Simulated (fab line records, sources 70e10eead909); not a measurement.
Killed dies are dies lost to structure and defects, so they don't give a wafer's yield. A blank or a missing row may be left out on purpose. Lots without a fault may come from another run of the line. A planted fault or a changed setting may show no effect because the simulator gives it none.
A struck lot beside a sound one | flow nand_harc | 25 steps out of a route of 1302
Sound: wafers L806.3, L806.5, L806.6. Struck: wafers L815.1, L815.5, L815.6. The cause comes at the end.
At each step with rows: each side's tool, then ch and its chambers, then its first start. Under that, the readings that differ: sound wafers | struck wafers | difference of the means | sigmas: that difference in standard deviations of wafers without a fault.
alike: readings whose means differ by less than 2 such deviations, and words and numbers that are the same on both sides. not compared: withheld readings, readings that some wafer has no value for, bounds like >300 that may hide the same value, and numbers for which the record gives no deviation and whose values overlap.
The two part at a step that has a row with sigmas, a row that says differs or no value, or rows on one side only. Numbers that don't overlap but have no deviation are shown without sigmas and don't part them. A reading that every wafer of one side lacks parts them only if that side has two wafers or more.

first, 4 steps without rows for these wafers: NHARC_P_GATE_PRECLEAN_71 (cleans in SC1); NHARC_P_GATE_SRD_72; NHARC_P_GATE_OXIDE_16 (material SiO2, target thk 3 nm, ox time 392 s); NHARC_P_GATE_CVD_17 (deposits poly-Si, target thk 150 nm, time 900 s).
NHARC_P_GATE_HM_DEP_102: deposits aC, target thk 120 nm.
  sound on acl_dep-02 ch 0, day 8 07:48; struck on acl_dep-01 ch 0, day 12 05:40
  alike: throttle_valve_pct
NHARC_P_GATE_DEP_103: deposits SiON, target thk 30 nm.
  sound on pecvd-02 ch 0,1, day 8 08:19; struck on pecvd-02 ch 0,2, day 12 06:24
  alike: heater_power_w
then, 6 steps without rows for these wafers: NHARC_P_GATE_DEHYDRATE_18 (time 120 s); NHARC_P_GATE_HMDS_19 (time 30 s); NHARC_P_GATE_COAT_20 (resist thk 90 nm); NHARC_P_GATE_SOFTBAKE_21 (time 55 s); NHARC_P_GATE_EBR_22; NHARC_P_GATE_EXPOSE_23 (exposes mask P GATE, target cd 120 nm).
NHARC_P_GATE_PEB_24: peb time 65 s.
  sound on litho_track-01 ch 0, day 8 08:51; struck on litho_track-01 ch 0, day 12 06:57
  reading                  | sound             | struck            | difference | sigmas
  heater_power_total_W (W) | 156.9 156.0 156.4 | 434.7 435.7 436.9 | +279.3     | +99 or more
  alike: chill_plate_temp_C
then, 1 step without rows for these wafers: NHARC_P_GATE_DEVELOP_25 (develop time 35 s).
NHARC_P_GATE_CD_MEAS_26: target cd 120 nm.
  sound on cd_sem-02 ch 0, day 8 08:56; struck on cd_sem-01 ch 0, day 12 07:02
  reading    | sound             | struck            | difference | sigmas
  cd_nm (nm) | 119.5 119.6 120.2 | 223.3 222.4 222.7 | +103.0     | +99 or more
NHARC_P_GATE_OVL_MEAS_27:
  sound on overlay-01, day 8 09:01; struck on overlay-02, day 12 07:07
  alike: overlay_x_nm, overlay_y_nm
NHARC_P_GATE_INSPECT_28:
  sound on defect_inspect-01, day 8 09:03; struck on defect_inspect-02, day 12 07:09
  alike: raw_defect_count
NHARC_P_GATE_DESCUM_31: chemistry O2, time 3 s.
  sound on rie_diel-03 ch 1,2,3, day 8 09:08; struck on rie_diel-03 ch 2,3, day 12 07:13
  reading                 | sound             | struck            | difference | sigmas
  model.P_GATE.cd_nm (nm) | 119.9 119.5 120.2 | 223.2 222.1 222.8 | +102.8     |
  alike: drypump_motor_current_A, oes_product_au, rf_vpp_V, showerhead_plenum_p_Torr, throttle_valve_pct
  not compared: rf_hours_counter_h
NHARC_P_GATE_ETCH_104: etches the open film in CF4/CHF3, target depth 60 nm.
  sound on rie_diel-03 ch 0,3, day 8 09:12; struck on rie_diel-03 ch 0,1,2, day 12 07:19
  alike: bias_w, drypump_motor_current_A, oes_product_au, rf_vpp_V, showerhead_plenum_p_Torr, throttle_valve_pct
NHARC_P_GATE_HM_OPEN_105: chemistry O2/COS, target depth 360 nm.
  sound on rie_diel-03 ch 2,3; struck on rie_diel-03 ch 0,2,3
  alike: bias_w, drypump_motor_current_A, oes_product_au, rf_vpp_V, showerhead_plenum_p_Torr, throttle_valve_pct
  not compared: rf_hours_counter_h
then, 2 steps without rows for these wafers: NHARC_P_GATE_STRIP_106 (strips in O2/COS); NHARC_P_GATE_ETCH_114 (etches the open film in CF4/O2, target depth 30 nm, overetch 3 nm, time 16.5 s).
NHARC_P_GATE_ETCH_32: etches the open film in HBr/Cl2, target depth 150 nm, time 100.1 s.
  sound on rie_si-04 ch 2,3, day 8 09:34; struck on rie_si-02 ch 0,2,3, day 12 07:42
  reading                 | sound             | struck            | difference | sigmas
  model.P_GATE.cd_nm (nm) | 121.8 123.7 120.6 | 224.4 220.9 224.1 | +101.1     |
  alike: bias_w, drypump_motor_current_A, oes_product_au, throttle_valve_pct
  not compared: rf_hours_counter_h
NHARC_P_GATE_STRIP_108: strips in O2.
  sound on rie_diel-10 ch 2,3, day 8 09:45; struck on rie_diel-03 ch 0,1,2, day 12 07:53
  alike: drypump_motor_current_A, oes_product_au, rf_vpp_V, showerhead_plenum_p_Torr, throttle_valve_pct
  not compared: rf_hours_counter_h
-- the record jumps here: 20 days lie between the struck wafers' starts before and after (it left off in module P_GATE and takes up again in module END, whose first step shown is number 1302 of the route) --
NHARC_END_SORT_01:
  sound on prober-02 ch 0, day 28 01:10; struck on prober-02 ch 0, day 32 09:55
  reading             | sound    | struck      | difference | sigmas
  killed_at_periphery | 3 2 0    | 639 635 646 | +638       | +99 or more
  killed_dies         | 64 80 66 | 677 677 677 | +607       | +36
  alike: killed_at_array, killed_at_other, killed_open, killed_short

WHERE THEY PART
First at NHARC_P_GATE_PEB_24; last, within this record, at NHARC_END_SORT_01.

WHY: what the simulator had put in
Process parameter drift: litho_track-01, from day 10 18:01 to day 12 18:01, at NHARC_P_GATE_PEB_24. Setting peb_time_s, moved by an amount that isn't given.
